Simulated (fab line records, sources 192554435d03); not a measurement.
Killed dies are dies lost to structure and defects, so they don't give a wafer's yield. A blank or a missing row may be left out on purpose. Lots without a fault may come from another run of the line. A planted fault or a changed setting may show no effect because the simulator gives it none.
One fault seen from 2 desks | flow n5_finfet | each desk has only its own numbers; what lay behind them comes last

THE METROLOGY DESK
What the gauges read, lot by lot, whatever tool the lot ran on: means of the sampled wafers that have a number. A lot is out of limits, marked OUT, if its mean lies more than 4 standard deviations from the usual mean; the brackets give that distance. Of its 10 readings 7 are shown: those that lie furthest out on some lot.
Columns: A = IOFF_P at N5_BEOL_M4_RC_MEAS_101, usual 0.21 nA/um; B = ION_N at N5_BEOL_M4_RC_MEAS_101, usual 674 uA/um; C = ION_P at N5_BEOL_M4_RC_MEAS_101, usual 460 uA/um; D = SS_N at N5_BEOL_M4_RC_MEAS_101, usual 71.6 mV/dec; E = SS_P at N5_BEOL_M4_RC_MEAS_101, usual 73.4 mV/dec; F = VT_N at N5_BEOL_M4_RC_MEAS_101, usual 249 mV; G = VT_P at N5_BEOL_M4_RC_MEAS_101, usual -250 mV
lot  | first seen here | A    | B   | C   | D    | E    | F   | G
L168 | day 8 13:14     | 0.21 | 673 | 465 | 71.6 | 73.1 | 252 | -251
L169 | day 9 03:16     | 0.23 | 672 | 466 | 71.0 | 73.3 | 251 | -247
L171 | day 9 12:04     | 0.22 | 685 | 467 | 72.4 | 73.3 | 247 | -249
L178 | day 11 21:37    | 0.20 | 666 | 455 | 71.5 | 73.7 | 251 | -251
L180 | day 12 01:44    | 0.21 | 677 | 462 | 71.4 | 73.7 | 247 | -250
L181 | day 12 04:33    | 0.18 | 662 | 449 | 71.6 | 73.4 | 251 | -256
L182 | day 12 05:22    | 0.18 | 667 | 448 | 71.5 | 72.8 | 252 | -255
L185 | day 13 01:34    | 0.20 | 668 | 455 | 71.5 | 74.0 | 251 | -254
L187 | day 13 16:08    | 0.23 | 664 | 460 | 71.6 | 73.4 | 250 | -249
This desk's finding: nothing out of limits on any of the 9 lots.

THE TOOL OWNER'S DESK: cmp-01
The tool's own readings at N5_ILD0_CMP_07 (polishes SiO2 flowable, stops on poly-Si, t overpolish 1.18 s, target thk 138.88 nm): means of the sampled wafers that have a number, for each lot that ran on this tool. A lot is out of limits, marked OUT, if its mean lies more than 4 standard deviations from the usual mean; the brackets give that distance.
Columns: A = head_pressure_psi at N5_ILD0_CMP_07, usual 4.149 psi; B = motor_current_A at N5_ILD0_CMP_07, usual 12.2 A; C = platen_rpm at N5_ILD0_CMP_07, usual 51.80 rpm; D = slurry_flow_ml_min at N5_ILD0_CMP_07, usual 149.9
lot  | first seen here | A               | B    | C     | D
L168 | day 4 08:02     | 4.154           | 11.2 | 51.77 | 149.6
L169 | day 4 16:33     | 4.148           | 12.2 | 51.81 | 149.5
L178 | day 7 17:01     | 4.328 (+20) OUT | 12.4 | 51.82 | 150.2
L180 | day 7 17:15     | 4.337 (+21) OUT | 13.0 | 51.76 | 150.1
L181 | day 7 22:44     | 4.328 (+20) OUT | 12.0 | 51.77 | 150.5
This desk's finding: out of limits on L178, L180, L181; first on L178, day 7 17:01 (head_pressure_psi at N5_ILD0_CMP_07). In limits: L168, L169.

PUT TOGETHER
The tool owner's desk could have raised an alarm at day 7 17:01, on L178, L180, L181.
The metrology desk saw nothing out of limits.
The metrology desk has L178, L180, L181 on record, within its limits.
Of the lots named, all ran N5_ILD0_CMP_07 on cmp-01.

WHAT THE SIMULATOR HAD PUT IN
Process parameter drift: cmp-01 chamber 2, from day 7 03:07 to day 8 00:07, at N5_ILD0_CMP_07. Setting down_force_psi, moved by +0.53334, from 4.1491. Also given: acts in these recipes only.
Lots struck among those shown: L178, L180, L181.
Hours from the fault's start to each desk's first reading out of limits: the tool owner's desk, 14.
